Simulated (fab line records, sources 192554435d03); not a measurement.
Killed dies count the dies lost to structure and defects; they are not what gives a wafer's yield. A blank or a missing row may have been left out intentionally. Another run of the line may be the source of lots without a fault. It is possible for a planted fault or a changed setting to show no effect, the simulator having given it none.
Chamber matching + flow n5Finfet + N5_BEOL_M2_ETCH_77 on rieDiel-06: 4 sister chambers
The step etches underlayer in N2/H2, target depth 6.5 nm, time 5.2 s. 7 wafers are shown with their chamber, then 8 later ones without.

== EACH WAFER AND ITS CHAMBER ==
| wafer  | chamber | drypumpMotorCurrentA (A) | throttleValvePct (%) |
|--------|---------|--------------------------|----------------------|
| L085.3 | 2       | 6.3                      | 18.11                |
| L085.5 | 3       | 5.4                      | 17.59                |
| L085.6 | 2       | 6.3                      | 18.11                |
| L089.1 | 1       | 6.6                      | 17.80                |
| L089.5 | 0       | 5.8                      | 17.93                |
| L089.6 | 1       | 6.6                      | 17.82                |
| L092.3 | 0       | 5.7                      | 17.95                |

== WAFERS WHOSE CHAMBER IS MISSING ==
| wafer  | drypumpMotorCurrentA (A) | throttleValvePct (%) |
|--------|--------------------------|----------------------|
| L092.4 | 6.6                      | 17.85                |
| L092.6 | 5.7                      | 17.94                |
| L095.2 | 5.4                      | 17.62                |
| L095.4 | 6.3                      | 17.66                |
| L095.6 | 5.4                      | 17.63                |
| L096.1 | 5.7                      | 17.93                |
| L096.5 | 5.4                      | 17.63                |
| L096.6 | 6.3                      | 17.67                |

== WHICH CHAMBER EACH WENT THROUGH ==
| wafer  | from the rows above | in truth                   |
|--------|---------------------|----------------------------|
| L092.4 | 1                   | 1                          |
| L092.6 | 0                   | 0                          |
| L095.2 | 3                   | 3                          |
| L095.4 | 1                   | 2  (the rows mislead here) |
| L095.6 | 3                   | 3                          |
| L096.1 | 0                   | 0                          |
| L096.5 | 3                   | 3                          |
| L096.6 | 1                   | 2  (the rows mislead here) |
Placed correctly: 6 of 8. Number that these rows cannot place: 0. 2 placed wrongly.
How it was worked out, from the rows above alone: a wafer's distance from a chamber is the root of the sum, over the readings, of the square of ((its reading less the chamber's mean) divided by the reading's scatter). If the next closest chamber is less than 2 further off than the closest, the wafer can't be placed; otherwise it belongs to the closest. The mean given for a chamber averages the wafers shown for that chamber. How the scatter is found: for the shown wafers, subtract from each reading the mean of its chamber, square and add these, divide the total by (wafers less chambers), then take the root.
